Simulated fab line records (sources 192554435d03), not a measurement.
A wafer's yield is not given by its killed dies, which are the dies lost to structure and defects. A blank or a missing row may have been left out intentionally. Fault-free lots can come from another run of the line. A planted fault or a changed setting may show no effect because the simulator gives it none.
Lot-split experiment || flow n5 finfet || route with 1938 steps; 7 lots, 21 wafers read

## THE SPLIT
At N5_GATE_CUT_DESCUM_18 (chemistry O2, time 7 s), the setting time s was moved away from the recipe's 7 s on 13 of the 21 wafers read, by -21.5% to +13.1%. All remaining wafers had this setting at the recipe value.

No step appears in the file between the split and the reading.

## THE READING
CAR-EUV_of_GATE_CUT_COAT_07.thk nm (the simulator's own value, which no gauge read), in nm, at N5_GATE_CUT_ETCH_28 (etches underlayer in N2/H2, target depth 13 nm, time 10.4 s). The file gives no usual value for it. Average 14.6 nm, standard deviation 0.17 nm, over the 8 wafers here run with the recipe.

{"wafer": "L074.1", "tool, chamber at the split": "rie diel-01, 3,0", "time s as run, s": 7, "against the recipe": "recipe", "CAR-EUV_of_GATE_CUT_COAT_07.thk nm, nm": 14.6, "against lot-mates on the recipe": "-"}
{"wafer": "L074.4", "tool, chamber at the split": "rie diel-01, 0", "time s as run, s": 7, "against the recipe": "recipe", "CAR-EUV_of_GATE_CUT_COAT_07.thk nm, nm": 14.8, "against lot-mates on the recipe": "-"}
{"wafer": "L074.6", "tool, chamber at the split": "rie diel-01, 3,0", "time s as run, s": 7, "against the recipe": "recipe", "CAR-EUV_of_GATE_CUT_COAT_07.thk nm, nm": 14.8, "against lot-mates on the recipe": "-"}
{"wafer": "L079.1", "tool, chamber at the split": "rie diel-03, 1,3", "time s as run, s": 6.059, "against the recipe": "-13.4%", "CAR-EUV_of_GATE_CUT_COAT_07.thk nm, nm": 15.2, "against lot-mates on the recipe": "+0.6"}
{"wafer": "L079.2", "tool, chamber at the split": "rie diel-03, 1,3", "time s as run, s": 6.059, "against the recipe": "-13.4%", "CAR-EUV_of_GATE_CUT_COAT_07.thk nm, nm": 15.2, "against lot-mates on the recipe": "+0.6"}
{"wafer": "L079.3", "tool, chamber at the split": "rie diel-03, 2", "time s as run, s": 7, "against the recipe": "recipe", "CAR-EUV_of_GATE_CUT_COAT_07.thk nm, nm": 14.6, "against lot-mates on the recipe": "-"}
{"wafer": "L080.1", "tool, chamber at the split": "rie diel-05, 2", "time s as run, s": 7.916, "against the recipe": "+13.1%", "CAR-EUV_of_GATE_CUT_COAT_07.thk nm, nm": 14.2, "against lot-mates on the recipe": -0.4}
{"wafer": "L080.2", "tool, chamber at the split": "rie diel-05, 3", "time s as run, s": 7.916, "against the recipe": "+13.1%", "CAR-EUV_of_GATE_CUT_COAT_07.thk nm, nm": 14.2, "against lot-mates on the recipe": -0.4}
{"wafer": "L080.3", "tool, chamber at the split": "rie diel-05, 1", "time s as run, s": 7, "against the recipe": "recipe", "CAR-EUV_of_GATE_CUT_COAT_07.thk nm, nm": 14.6, "against lot-mates on the recipe": "-"}
{"wafer": "L082.2", "tool, chamber at the split": "rie diel-01, 3", "time s as run, s": 7, "against the recipe": "recipe", "CAR-EUV_of_GATE_CUT_COAT_07.thk nm, nm": 14.6, "against lot-mates on the recipe": "-"}
{"wafer": "L082.3", "tool, chamber at the split": "rie diel-01, 2,0", "time s as run, s": 7.809, "against the recipe": "+11.6%", "CAR-EUV_of_GATE_CUT_COAT_07.thk nm, nm": 14.6, "against lot-mates on the recipe": "+0.0"}
{"wafer": "L082.5", "tool, chamber at the split": "rie diel-01, 2,0", "time s as run, s": 7.809, "against the recipe": "+11.6%", "CAR-EUV_of_GATE_CUT_COAT_07.thk nm, nm": 14.4, "against lot-mates on the recipe": -0.2}
{"wafer": "L085.1", "tool, chamber at the split": "rie diel-03, 2,3", "time s as run, s": 6.518, "against the recipe": "-6.9%", "CAR-EUV_of_GATE_CUT_COAT_07.thk nm, nm": 14.6, "against lot-mates on the recipe": "+0.0"}
{"wafer": "L085.3", "tool, chamber at the split": "rie diel-03, 0", "time s as run, s": 7, "against the recipe": "recipe", "CAR-EUV_of_GATE_CUT_COAT_07.thk nm, nm": 14.6, "against lot-mates on the recipe": "-"}
{"wafer": "L085.4", "tool, chamber at the split": "rie diel-03, 2,3", "time s as run, s": 6.518, "against the recipe": "-6.9%", "CAR-EUV_of_GATE_CUT_COAT_07.thk nm, nm": 14.8, "against lot-mates on the recipe": "+0.2"}
{"wafer": "L086.1", "tool, chamber at the split": "rie diel-03, 0,3,2", "time s as run, s": 6.425, "against the recipe": "-8.2%", "CAR-EUV_of_GATE_CUT_COAT_07.thk nm, nm": 15.2, "against lot-mates on the recipe": "no lot-mate on the recipe"}
{"wafer": "L086.5", "tool, chamber at the split": "rie diel-03, 0,3,2", "time s as run, s": 6.425, "against the recipe": "-8.2%", "CAR-EUV_of_GATE_CUT_COAT_07.thk nm, nm": 14.8, "against lot-mates on the recipe": "no lot-mate on the recipe"}
{"wafer": "L086.6", "tool, chamber at the split": "rie diel-03, 0,3,2", "time s as run, s": 6.425, "against the recipe": "-8.2%", "CAR-EUV_of_GATE_CUT_COAT_07.thk nm, nm": 14.8, "against lot-mates on the recipe": "no lot-mate on the recipe"}
{"wafer": "L089.4", "tool, chamber at the split": "rie diel-03, 0,1", "time s as run, s": 5.493, "against the recipe": "-21.5%", "CAR-EUV_of_GATE_CUT_COAT_07.thk nm, nm": 15.4, "against lot-mates on the recipe": "+1.2"}
{"wafer": "L089.5", "tool, chamber at the split": "rie diel-03, 0,1", "time s as run, s": 5.493, "against the recipe": "-21.5%", "CAR-EUV_of_GATE_CUT_COAT_07.thk nm, nm": 15.2, "against lot-mates on the recipe": "+1.0"}
{"wafer": "L089.6", "tool, chamber at the split": "rie diel-03, 2", "time s as run, s": 7, "against the recipe": "recipe", "CAR-EUV_of_GATE_CUT_COAT_07.thk nm, nm": 14.2, "against lot-mates on the recipe": "-"}
Rows listing several chambers each stand for several wafers; the file does not say which wafer went through which chamber.

FIT RESULTS
A straight line over all 21 wafers: CAR-EUV_of_GATE_CUT_COAT_07.thk nm changes by -0.0299 nm for each +1% of time s; r = -0.87; the points scatter about the line by 0.18 nm.
The same after taking each lot's own level away (the mean of its wafers on the recipe; 18 wafers): -0.0377 nm for each +1%; r = -0.92; scatter 0.17 nm.
That fit puts the effect of the largest move of time s on the reading at 0.81 nm.
From 14.20 to 14.73 nm: that is the span of the lots' own levels, equal to 3.1 times the standard deviation above.
Thus the slope moves with the lot-to-lot level: the two fits are different.
Check: for one of the wafers moved furthest among these (-21.5%), held out of the fit, the line's prediction against its lot-mates is +0.776 nm. Against them it came out at +1.2 nm.

## THESE WAFERS: OTHER SPLITS
These wafers also went through other splits before the reading. Each is held against what the fit with the lots' levels taken away leaves over:
{"other split on the same wafers": "N5_SDB_COAT_03 spin rpm", "wafers away from the commonest value": 5, "r with CAR-EUV_of_GATE_CUT_COAT_07.thk nm (lot level and that fit taken away)": -0.08}
{"other split on the same wafers": "N5_HKMG_FIN_COAT_06 spin rpm", "wafers away from the commonest value": 8, "r with CAR-EUV_of_GATE_CUT_COAT_07.thk nm (lot level and that fit taken away)": "+0.36"}
{"other split on the same wafers": "N5_HKMG_FIN_EXPOSE_09 dose mj", "wafers away from the commonest value": 7, "r with CAR-EUV_of_GATE_CUT_COAT_07.thk nm (lot level and that fit taken away)": "+0.31"}

## THE WHOLE CHAIN: every reading that the file lists as answering this split, in the file's order
{"step": "N5_GATE_CUT_DESCUM_18", "what it does": "chemistry O2, time 7 s", "reading": "CAR-EUV_of_GATE_CUT_COAT_07.thk nm (the simulator's own value, which no gauge read)", "change (the file's fit)": "-0.037 nm for each +1% of the setting", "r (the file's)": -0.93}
{"step": "N5_GATE_CUT_ETCH_28", "what it does": "etches underlayer in N2/H2, target depth 13 nm, time 10.4 s", "reading": "CAR-EUV_of_GATE_CUT_COAT_07.thk nm (the simulator's own value, which no gauge read)", "change (the file's fit)": "-0.039 nm for each +1% of the setting", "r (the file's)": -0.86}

## FILE'S OWN FIT
CAR-EUV_of_GATE_CUT_COAT_07.thk nm changes by -0.039 nm for each +1% of time s, r = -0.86.
